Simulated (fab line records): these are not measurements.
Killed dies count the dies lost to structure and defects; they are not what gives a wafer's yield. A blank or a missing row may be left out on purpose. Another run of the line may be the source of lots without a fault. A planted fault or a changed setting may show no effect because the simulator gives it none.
The same fault as seen by 3 desks :: flow n5Finfet :: every desk sees just its own numbers, and what lay behind them comes last

== THE METROLOGY DESK ==
What the gauges read for every lot (on any tool): the sampled wafers with a number, averaged. Any lot whose mean is over 4 standard deviations away from the usual mean is out of limits and marked OUT; that distance is given in the brackets. Of its 26 readings 7 are shown: the one that was out of limits first, and those that lie furthest out on some lot.
Columns: A = trenchDepthNm at N5_BEOL_M9_OCD_MEAS_38, usual 150.5 nm; B = M9_THK at N5_BEOL_M9_THK_MEAS_53, usual 136.2 nm; C = M9_RS at N5_BEOL_M9_RS_MEAS_57, usual 0.153 ohm/sq; D = COMB_M12 at N5_BEOL_M15_RC_MEAS_101, usual 6.7e-12 S/m; E = SERP_M12 at N5_BEOL_M15_RC_MEAS_101, usual 0.636 ohm/um; F = SERP_M9 at N5_BEOL_M15_RC_MEAS_101, usual 3.10 ohm/um; G = SERP_M9_max_site at N5_BEOL_M15_RC_MEAS_101, usual 3.19 ohm/um
lot: L560
first seen here: day 11 03:01
A: 185.3 (+13) OUT
B: 169.9 (+11) OUT
C: 0.123 (-8.7) OUT
D: 6.3e-12
E: 0.612
F: 2.48 (-8.2) OUT
G: 2.56 (-7.6) OUT

lot: L563
first seen here: day 11 18:29
A: 166.1 (+5.8) OUT
B: 151.5 (+5.1) OUT
C: 0.138 (-4.4) OUT
D: 7.4e-12
E: 0.645
F: 2.79 (-4.0) OUT
G: 2.92

lot: L569
first seen here: day 13 16:51
A: 151.4
B: 136.9
C: 0.152
D: 5.3e-12
E: 0.635
F: 3.12
G: 3.17

lot: L572
first seen here: day 14 11:22
A: 148.9
B: 134.2
C: 0.154
D: 7.8e-12
E: 0.639
F: 3.13
G: 3.23

lot: L574
first seen here: day 14 17:07
A: 148.6
B: 135.2
C: 0.153
D: 3.8e-12
E: 0.626
F: 3.12
G: 3.17

lot: L575
first seen here: day 14 20:37
A: 148.8
B: 134.1
C: 0.156
D: 8.0e-12
E: 0.652
F: 3.15
G: 3.23

lot: L576
first seen here: day 15 12:43
A: 151.8
B: 141.1
C: 0.149
D: 7.1e-12
E: 0.643
F: 3.05
G: 3.14
Finding of this desk: L560, L563 out of limits; the first was L560 at day 11 03:01, on trenchDepthNm at N5_BEOL_M9_OCD_MEAS_38. L569, L572, L574, L575, L576 stayed within limits.

== FOR THE TOOL OWNER'S DESK: rieDiel-03 ==
The tool's own readings at N5_BEOL_M9_TRENCH_ETCH_37 (etches SiCOH lowk in C4F6/O2, target depth 151.43 nm, time 49 s): means of the sampled wafers that have a number, for each lot that ran on this tool. Any lot whose mean is over 4 standard deviations away from the usual mean is out of limits and marked OUT; that distance is given in the brackets.
Columns: A = biasW at N5_BEOL_M9_TRENCH_ETCH_37, usual 184.9 W; B = drypumpMotorCurrentA at N5_BEOL_M9_TRENCH_ETCH_37, usual 5.5 A; C = oesProductAu at N5_BEOL_M9_TRENCH_ETCH_37, usual 0.79 a.u.; D = rfVppV at N5_BEOL_M9_TRENCH_ETCH_37, usual 666 V; E = runLengthS at N5_BEOL_M9_TRENCH_ETCH_37, usual 72.4 s; F = showerheadPlenumPTorr at N5_BEOL_M9_TRENCH_ETCH_37, usual 2.86 Torr; G = throttleValvePct at N5_BEOL_M9_TRENCH_ETCH_37, usual 20.95 %
lot: L560
first seen here: day 11 02:50
A: 185.4
B: 5.1
C: 0.81
D: 666
E: 83.2 (+30) OUT
F: 2.86
G: 20.74

lot: L563
first seen here: day 11 18:19
A: 184.7
B: 5.1
C: 0.80
D: 665
E: 78.0 (+15) OUT
F: 2.86
G: 20.75

lot: L572
first seen here: day 14 11:11
A: 184.9
B: 5.0
C: 0.78
D: 660
E: 72.6
F: 2.86
G: 20.80

lot: L575
first seen here: day 14 20:26
A: 184.1
B: 5.0
C: 0.78
D: 660
E: 72.6
F: 2.86
G: 20.81
Finding of this desk: L560, L563 out of limits; the first was L560 at day 11 02:50, on runLengthS at N5_BEOL_M9_TRENCH_ETCH_37. L572, L575 stayed within limits.

== THE DEFECT DESK ==
Counts from the inspections along the route, per lot, as means over the sampled wafers that have a number. Any lot whose mean is over 4 standard deviations away from the usual mean is out of limits and marked OUT; that distance is given in the brackets.
Columns: A = rawDefectCount at N5_BEOL_M9_INSPECT_30, usual 423
lot: L560
first seen here: day 11 02:31
A: 301

lot: L563
first seen here: day 11 18:00
A: 521

lot: L569
first seen here: day 13 16:22
A: 447

lot: L572
first seen here: day 14 10:51
A: 336

lot: L574
first seen here: day 14 16:31
A: 317

lot: L575
first seen here: day 14 19:58
A: 406

lot: L576
first seen here: day 15 12:04
A: 479
This desk found nothing out of limits on any of the 7 lots.

== ALL TOGETHER ==
On L560, L563, at day 11 02:50, an alarm was possible from the tool owner's desk.
L560, L563 would have let the metrology desk raise an alarm at day 11 03:01.
No out-of-limits result turned up at the defect desk.
The defect desk has L560, L563 on record, within its limits.
The lots listed all ran N5_BEOL_M9_TRENCH_ETCH_37 on rieDiel-03.

== WHAT THE SIMULATOR HAD INSERTED ==
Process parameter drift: rieDiel-03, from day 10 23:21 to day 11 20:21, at N5_BEOL_M9_TRENCH_ETCH_37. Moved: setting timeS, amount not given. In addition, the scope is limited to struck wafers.
Struck lots among those shown: L560, L563.
Counting hours from when the fault started, the first reading out of limits came at 3 for the tool owner's desk and at 4 for the metrology desk.
